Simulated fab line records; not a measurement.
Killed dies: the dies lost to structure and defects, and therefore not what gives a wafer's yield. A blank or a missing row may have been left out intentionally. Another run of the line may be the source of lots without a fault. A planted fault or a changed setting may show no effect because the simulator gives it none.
A struck lot beside a sound one || flow n5 finfet || 18 out of 1938 route steps
Sound: wafers L117.1, L117.3, L117.6. The struck wafers were L113.2, L113.6. At the end, the cause is stated.
Order at every step that has rows: each side's tool, ch and its chambers, its first start. Under that, the readings that differ: sound wafers || struck wafers || difference of the means || sigmas: that difference in standard deviations of wafers without a fault.
alike: words and numbers the same on both sides, and readings whose means are apart by under 2 such deviations; not compared: readings that were withheld, readings missing a value for some wafer, numbers with overlapping values and no deviation given by the record, and bounds like >300 which may hide the same value.
The two part at a step that has a row with sigmas, a row that says differs or no value, or rows on one side only. When numbers do not overlap yet have no deviation, they are printed without sigmas and do not part them. A reading that every wafer of one side lacks parts them only if that side has two wafers or more.

N5_BEOL_M15_ETCH_61: etches BARC in N2/H2, target depth 89 nm, overetch 26.7 nm, time 67.9 s.
  sound on rie diel-05 ch 0,1, day 16 19:34; struck on rie diel-05 ch 1,2, day 15 16:34
  alike: bias w, chamber pressure mTorr, drypump motor current A, n2 flow sccm, oes product au, rf vpp V, showerhead plenum p Torr, throttle valve pct
  not compared: rf hours counter h
then, 2 steps without rows for these wafers: N5_BEOL_M15_TRENCH_ETCH_34 (etches SiO2 in C4F8/O2/Ar, target depth 872.93 nm, time 199 s); N5_BEOL_M15_STRIP_36 (strips in O2).
N5_BEOL_M15_STRIP_62: strips in O2.
  sound on rie diel-02 ch 0,2; struck on rie diel-05 ch 2
  alike: chamber pressure mTorr, drypump motor current A, oes product au, rf vpp V, showerhead plenum p Torr, throttle valve pct
  not compared: rf hours counter h
N5_BEOL_M15_STRIP_37: strips in O2.
  sound on rie diel-02 ch 0,2; struck on rie diel-05 ch 2
  alike: chamber pressure mTorr, drypump motor current A, oes product au, rf vpp V, showerhead plenum p Torr, throttle valve pct
  not compared: rf hours counter h
N5_BEOL_M15_ETCH_38: etches SiCN in CF4/N2, target depth 106.4 nm, time 120.5 s.
  sound on rie diel-02 ch 0,2; struck on rie diel-05 ch 2
  alike: bias w, cf4 flow sccm, chamber pressure mTorr, drypump motor current A, n2 flow sccm, oes product au, rf vpp V, showerhead plenum p Torr, throttle valve pct
  not compared: rf hours counter h
then, 5 steps without rows for these wafers: N5_BEOL_M15_PRECLEAN_39 (cleans in residue remover, time 60 s); N5_BEOL_M15_SRD_40 (time 30 s, dry time 30 s); N5_BEOL_M15_DEGAS_41 (time 60 s); N5_BEOL_M15_PRE_CLEAN_42 (time 30 s); N5_BEOL_M15_SPUTTER_43 (material TaN, target thk 15 nm, time 24.19 s).
N5_BEOL_M15_SPUTTER_44: material Ta, target thk 15 nm, time 24.19 s.
  sound on pvd sputter-02 at day 17 00:26; struck on pvd sputter-01 at day 15 20:48
{"reading": "susceptor temp C (C)", "sound": "50.02 50.18 50.03", "struck": "- -", "difference": "no value on the struck wafers", "sigmas": ""}
{"reading": "throttle valve pct (%)", "sound": "28.3 27.9 28.3", "struck": "31.4 31.3", "difference": "+3.2", "sigmas": "+3"}
{"reading": "model.Ta_of_BEOL_M15_SPUTTER_44.thk nm (nm)", "sound": "15 15.2 15.2", "struck": "11.8 11.8", "difference": -3.3, "sigmas": ""}
  alike: chamber pressure pa
then, 2 steps without rows for these wafers: N5_BEOL_M15_SPUTTER_45 (material Cu, target thk 100 nm, time 16.67 s); N5_BEOL_M15_ECD_47 (material Cu, target thk 1860 nm).
N5_BEOL_M15_ANNEAL_48: time 90 s.
  sound on rtp anneal-02 ch 0, day 17 01:05; struck on rtp anneal-01 ch 0, day 15 21:17
  alike: anneal temp c, wafer_temp_C_max
N5_BEOL_M15_CMP_49: polishes, stops on SiO2, t overpolish 4.9 s, target thk 850 nm.
  sound on cmp-01 ch 0,2, day 17 01:22; struck on cmp-04 ch 1,2, day 15 21:39
{"reading": "barrier field endpoint s (s)", "sound": "11.3 11.2 11.1", "struck": "10.5 10.5", "difference": -0.7, "sigmas": -2}
{"reading": "motor current A (A)", "sound": "7.4 8.9 9.3", "struck": "7.4 6.7", "difference": -1.5, "sigmas": -2}
  alike: edge zone pressure frac
N5_BEOL_M15_THK_MEAS_50: measures by xrf.
  sound on film metro-01 at day 17 01:40; struck on film metro-02 at day 15 21:50
  alike: M15_THK
N5_PASSIVATION_PROBE_49:
  record: rows for the struck wafers here (prober-02, day 16 12:04), none for the sound ones

== WHERE THEY PART ==
Last at N5_PASSIVATION_PROBE_49 as far as this record goes, first at N5_BEOL_M15_SPUTTER_44.

WHY: what the simulator had put in
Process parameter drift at N5_BEOL_M15_SPUTTER_44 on pvd sputter-01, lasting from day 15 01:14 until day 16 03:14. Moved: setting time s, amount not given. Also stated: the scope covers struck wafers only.
